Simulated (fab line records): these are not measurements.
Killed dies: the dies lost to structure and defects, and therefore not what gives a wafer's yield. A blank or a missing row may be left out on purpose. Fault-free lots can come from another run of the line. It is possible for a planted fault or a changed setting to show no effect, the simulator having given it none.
One fault through the eyes of 2 desks    flow n5_finfet    every desk sees just its own numbers, and what lay behind them comes last

## FOR THE TOOL OWNER'S DESK: pecvd-03
The tool's own readings at N5_BEOL_M11_ILD_DEP_00 (deposits SiCOH lowk from DEMS/porogen, target thk 308.51 nm, time 58 s): means of the sampled wafers that have a number, for each lot that ran on this tool. A lot is out of limits, marked OUT, if its mean lies more than 4 standard deviations from the usual mean; the brackets give that distance.
Columns: A = heater_power_w at N5_BEOL_M11_ILD_DEP_00, usual 295 W; B = run_length_s at N5_BEOL_M11_ILD_DEP_00, usual 100.9 s; C = showerhead_plenum_p_Torr at N5_BEOL_M11_ILD_DEP_00, usual 5.737 Torr; D = throttle_valve_pct at N5_BEOL_M11_ILD_DEP_00, usual 13.7 %
lot   first seen here  A    B               C      D
L950  day 12 17:43     281  100.6           5.719  13.5
L952  day 13 10:31     336  100.5           5.718  13.5
L954  day 14 05:22     372  79.2 (-46) OUT  5.716  13.5
L955  day 14 06:44     378  79.2 (-46) OUT  5.725  13.7
This desk's finding: out of limits on L954, L955; first on L954, day 14 05:22 (run_length_s at N5_BEOL_M11_ILD_DEP_00). In limits: L950, L952.

## AT THE METROLOGY DESK
Means of the sampled wafers that have a number, per lot and without regard to the tool the lot ran on: this is what the gauges read. A lot is out of limits, marked OUT, if its mean lies more than 4 standard deviations from the usual mean; the brackets give that distance. 7 of its 11 readings are shown: the first one out of limits and those lying furthest out on some lot.
Columns: A = DIBL_N at N5_BEOL_M4_RC_MEAS_101, usual 36.5 mV/V; B = DIBL_P at N5_BEOL_M4_RC_MEAS_101, usual 36.4 mV/V; C = IOFF_N at N5_BEOL_M4_RC_MEAS_101, usual 0.17 nA/um; D = ION_P at N5_BEOL_M4_RC_MEAS_101, usual 462 uA/um; E = SS_P at N5_BEOL_M4_RC_MEAS_101, usual 73.4 mV/dec; F = VT_P at N5_BEOL_M4_RC_MEAS_101, usual -251 mV; G = M11_ILD_THK at N5_BEOL_M11_THK_MEAS_01, usual 268 nm
lot   first seen here  A     B     C     D    E     F     G
L945  day 8 17:50      37.3  37.6  0.19  464  74.3  -250  269
L947  day 9 12:31      39.4  38.7  0.22  463  73.8  -252  268
L950  day 9 17:25      37.5  37.4  0.19  464  73.6  -250  265
L952  day 10 22:04     34.8  34.2  0.15  466  72.9  -250  268
L954  day 11 09:53     37.4  37.5  0.17  465  73.6  -253  166 (-30) OUT
L955  day 11 14:27     36.4  38.6  0.17  473  72.9  -246  171 (-29) OUT
L964  day 13 10:07     35.8  37.5  0.17  465  73.1  -253  268
L967  day 14 21:52     35.9  36.1  0.17  460  73.2  -252  269
L968  day 15 11:43     34.9  33.5  0.14  463  73.0  -252  265
Per this desk, out of limits: L954, L955; the first was L954, day 14 05:57 (M11_ILD_THK at N5_BEOL_M11_THK_MEAS_01). In limits: L945, L947, L950, L952, L964, L967, L968.

## BROUGHT TOGETHER
At day 14 05:22, on L954, L955, the tool owner's desk was in a position to raise an alarm.
The metrology desk could have raised an alarm at day 14 05:57, on L954, L955.
The lots listed all ran N5_BEOL_M11_ILD_DEP_00 on pecvd-03.

## WHAT THE SIMULATOR HAD INSERTED
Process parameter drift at N5_BEOL_M11_ILD_DEP_00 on pecvd-03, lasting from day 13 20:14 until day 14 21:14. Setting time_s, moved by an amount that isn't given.
Struck lots among those shown: L954, L955.
Delay (hours) between the fault's onset and each desk's first out-of-limits reading: 9 at the tool owner's desk, 10 at the metrology desk.
